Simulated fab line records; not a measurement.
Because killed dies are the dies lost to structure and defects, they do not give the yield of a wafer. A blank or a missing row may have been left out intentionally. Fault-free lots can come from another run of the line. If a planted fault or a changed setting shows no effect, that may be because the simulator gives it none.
Chamber matching / flow nand-harc / ald-metal-01 running NHARC_A_WL_FILL_ALD_19: 4 sister chambers
The step deposits TiN, target thk 2 nm, pulse time 3 s, ald cycles 100. 4 wafers are shown with their chamber, then 11 later ones without.

WAFERS WITH THEIR CHAMBER
wafer=L080.2; chamber=0; heater-power-w (W)=904
wafer=L080.6; chamber=1; heater-power-w (W)=1106
wafer=L085.5; chamber=2; heater-power-w (W)=1068
wafer=L085.2; chamber=3; heater-power-w (W)=1183

WAFERS MISSING THEIR CHAMBER
wafer=L085.3; heater-power-w (W)=1060
wafer=L085.4; heater-power-w (W)=902
wafer=L088.2; heater-power-w (W)=894
wafer=L088.3; heater-power-w (W)=1208
wafer=L088.5; heater-power-w (W)=1062
wafer=L094.1; heater-power-w (W)=911
wafer=L094.4; heater-power-w (W)=1081
wafer=L094.5; heater-power-w (W)=896
wafer=L095.2; heater-power-w (W)=897
wafer=L095.5; heater-power-w (W)=1131
wafer=L095.6; heater-power-w (W)=909

WHICH CHAMBER EACH ONE RAN IN
wafer=L085.3; from the rows above=2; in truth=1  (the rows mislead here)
wafer=L085.4; from the rows above=0; in truth=0
wafer=L088.2; from the rows above=0; in truth=0
wafer=L088.3; from the rows above=3; in truth=3
wafer=L088.5; from the rows above=2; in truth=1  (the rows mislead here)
wafer=L094.1; from the rows above=0; in truth=0
wafer=L094.4; from the rows above=can't be placed: 2 or 1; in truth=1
wafer=L094.5; from the rows above=0; in truth=0
wafer=L095.2; from the rows above=0; in truth=0
wafer=L095.5; from the rows above=1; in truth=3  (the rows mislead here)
wafer=L095.6; from the rows above=0; in truth=0
Correctly placed: 7 of 11. From these rows, 1 cannot be placed; in 1 the true chamber is one of the candidates. Wrongly placed: 3.
How it was worked out, from the rows above alone: a wafer's distance from a chamber is the root of the sum, over the readings, of the square of ((its reading less the chamber's mean) divided by the reading's scatter). The wafer belongs to the nearest chamber; if the next one is less than 2 further off, it can't be placed. For every chamber, the mean is computed from those of its wafers that are shown. The scatter: with one shown wafer a chamber, the root of the mean of the squares of how far each hidden wafer lies from its nearest shown one.
